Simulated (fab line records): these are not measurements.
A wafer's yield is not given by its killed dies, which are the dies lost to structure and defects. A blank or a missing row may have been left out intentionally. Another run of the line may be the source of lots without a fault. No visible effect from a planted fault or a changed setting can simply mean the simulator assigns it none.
Chamber matching / flow n5Finfet / 4 sister chambers for N5_BEOL_M10_VIA_ETCH_34 on rieDiel-04
The step etches SiCOH lowk in C4F6/O2, target depth 184.5 nm, time 69.2 s. 18 wafers are shown with their chamber, then 9 later ones without.

WAFERS PAIRED WITH THEIR CHAMBERS
wafer=L075.2; chamber=3; showerheadPlenumPTorr (Torr)=2.80; throttleValvePct (%)=20.61; rfVppV (V)=658
wafer=L075.4; chamber=2; showerheadPlenumPTorr (Torr)=2.93; throttleValvePct (%)=21.00; rfVppV (V)=648
wafer=L075.6; chamber=1; showerheadPlenumPTorr (Torr)=2.70; throttleValvePct (%)=20.42; rfVppV (V)=653
wafer=L076.1; chamber=3; showerheadPlenumPTorr (Torr)=2.80; throttleValvePct (%)=20.61; rfVppV (V)=658
wafer=L076.4; chamber=1; showerheadPlenumPTorr (Torr)=2.69; throttleValvePct (%)=20.43; rfVppV (V)=652
wafer=L076.5; chamber=1; showerheadPlenumPTorr (Torr)=2.69; throttleValvePct (%)=20.43; rfVppV (V)=653
wafer=L080.1; chamber=2; showerheadPlenumPTorr (Torr)=2.92; throttleValvePct (%)=21.03; rfVppV (V)=649
wafer=L080.3; chamber=3; showerheadPlenumPTorr (Torr)=2.80; throttleValvePct (%)=20.63; rfVppV (V)=658
wafer=L080.6; chamber=2; showerheadPlenumPTorr (Torr)=2.92; throttleValvePct (%)=21.03; rfVppV (V)=649
wafer=L084.2; chamber=3; showerheadPlenumPTorr (Torr)=2.79; throttleValvePct (%)=20.64; rfVppV (V)=656
wafer=L084.3; chamber=1; showerheadPlenumPTorr (Torr)=2.69; throttleValvePct (%)=20.45; rfVppV (V)=653
wafer=L084.4; chamber=2; showerheadPlenumPTorr (Torr)=2.92; throttleValvePct (%)=21.03; rfVppV (V)=649
wafer=L089.1; chamber=2; showerheadPlenumPTorr (Torr)=2.91; throttleValvePct (%)=21.04; rfVppV (V)=649
wafer=L089.5; chamber=3; showerheadPlenumPTorr (Torr)=2.79; throttleValvePct (%)=20.67; rfVppV (V)=656
wafer=L089.6; chamber=0; showerheadPlenumPTorr (Torr)=3.04; throttleValvePct (%)=20.66; rfVppV (V)=664
wafer=L090.3; chamber=3; showerheadPlenumPTorr (Torr)=2.78; throttleValvePct (%)=20.67; rfVppV (V)=657
wafer=L090.4; chamber=2; showerheadPlenumPTorr (Torr)=2.91; throttleValvePct (%)=21.04; rfVppV (V)=649
wafer=L090.6; chamber=1; showerheadPlenumPTorr (Torr)=2.68; throttleValvePct (%)=20.48; rfVppV (V)=653

SIGNATURES (means of the wafers above)
reading=showerheadPlenumPTorr; chamber 0=3.0400; chamber 1=2.6900; chamber 2=2.9183; chamber 3=2.7933; scatter within a chamber=0.00764
reading=throttleValvePct; chamber 0=20.6600; chamber 1=20.4420; chamber 2=21.0283; chamber 3=20.6383; scatter within a chamber=0.0224
reading=rfVppV; chamber 0=664.00; chamber 1=652.80; chamber 2=648.83; chamber 3=657.17; scatter within a chamber=0.68
Rule: a wafer's distance from a chamber is the root of the sum, over the readings, of the square of ((its reading less the chamber's mean) divided by the reading's scatter). If the next closest chamber is less than 2 further off than the closest, the wafer can't be placed; otherwise it belongs to the closest. How the scatter is found: for the shown wafers, subtract from each reading the mean of its chamber, square and add these, divide the total by (wafers less chambers), then take the root.

WAFERS WITH NO CHAMBER GIVEN
wafer=L091.1; showerheadPlenumPTorr (Torr)=2.91; throttleValvePct (%)=21.06; rfVppV (V)=650
wafer=L091.5; showerheadPlenumPTorr (Torr)=2.78; throttleValvePct (%)=20.66; rfVppV (V)=657
wafer=L091.6; showerheadPlenumPTorr (Torr)=3.04; throttleValvePct (%)=20.67; rfVppV (V)=663
wafer=L092.1; showerheadPlenumPTorr (Torr)=3.04; throttleValvePct (%)=20.68; rfVppV (V)=663
wafer=L092.3; showerheadPlenumPTorr (Torr)=2.91; throttleValvePct (%)=21.05; rfVppV (V)=649
wafer=L092.4; showerheadPlenumPTorr (Torr)=3.04; throttleValvePct (%)=20.68; rfVppV (V)=663
wafer=L096.1; showerheadPlenumPTorr (Torr)=2.90; throttleValvePct (%)=21.07; rfVppV (V)=649
wafer=L096.4; showerheadPlenumPTorr (Torr)=3.03; throttleValvePct (%)=20.69; rfVppV (V)=663
wafer=L096.5; showerheadPlenumPTorr (Torr)=2.90; throttleValvePct (%)=21.07; rfVppV (V)=652

EACH ONE'S CHAMBER
wafer=L091.1; from the rows above=2; in truth=2
wafer=L091.5; from the rows above=3; in truth=3
wafer=L091.6; from the rows above=0; in truth=0
wafer=L092.1; from the rows above=0; in truth=0
wafer=L092.3; from the rows above=2; in truth=2
wafer=L092.4; from the rows above=0; in truth=0
wafer=L096.1; from the rows above=2; in truth=2
wafer=L096.4; from the rows above=0; in truth=0
wafer=L096.5; from the rows above=2; in truth=2
Correctly placed: 9 of 9. Number that these rows cannot place: 0. Placed wrongly: 0.
